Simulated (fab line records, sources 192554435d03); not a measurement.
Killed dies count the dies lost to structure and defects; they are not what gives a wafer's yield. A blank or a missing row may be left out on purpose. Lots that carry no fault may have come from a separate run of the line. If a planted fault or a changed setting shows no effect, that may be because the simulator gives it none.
Chamber matching -- flow n5 finfet -- rie diel-02 running N5_MOL_CONTACT_COAG_STRIP_72: 4 sister chambers
The step strips in N2/H2. 8 wafers are shown with their chamber, then 12 later ones without.

WAFERS, EACH WITH ITS CHAMBER
wafer,chamber,drypump motor current A (A),throttle valve pct (%)
L084.2,2,5.40,23.4
L085.5,2,5.36,23.4
L085.6,3,5.39,23.8
L088.4,3,5.41,23.8
L088.6,1,5.67,23.9
L092.3,1,5.68,23.9
L092.4,0,5.80,23.4
L092.5,0,5.81,23.5

WAFERS MISSING THEIR CHAMBER
wafer,drypump motor current A (A),throttle valve pct (%)
L093.1,5.38,23.5
L093.2,5.37,23.9
L093.5,5.39,23.5
L094.1,5.69,23.9
L094.2,5.83,23.4
L094.4,5.37,23.5
L096.2,5.68,23.9
L096.3,5.84,23.5
L096.6,5.69,23.9
L097.3,5.68,23.9
L097.5,5.82,23.5
L097.6,5.41,23.9

THE CHAMBER EACH PASSED THROUGH
wafer,from the rows above,in truth
L093.1,2,2
L093.2,3,3
L093.5,2,2
L094.1,1,1
L094.2,0,0
L094.4,2,2
L096.2,1,1
L096.3,0,0
L096.6,1,1
L097.3,1,1
L097.5,0,0
L097.6,3,3
Placed correctly: 12 of 12. Not placeable from these rows: 0. Wrongly placed: 0.
How it was worked out, from the rows above alone: a wafer's distance from a chamber is the root of the sum, over the readings, of the square of ((its reading less the chamber's mean) divided by the reading's scatter). The wafer belongs to the nearest chamber; if the next one is less than 2 further off, it can't be placed. A chamber's mean is the mean of its shown wafers. The scatter: take each reading less its chamber's mean, square it, sum over the shown wafers, divide by the number of wafers less the number of chambers, and take the root.
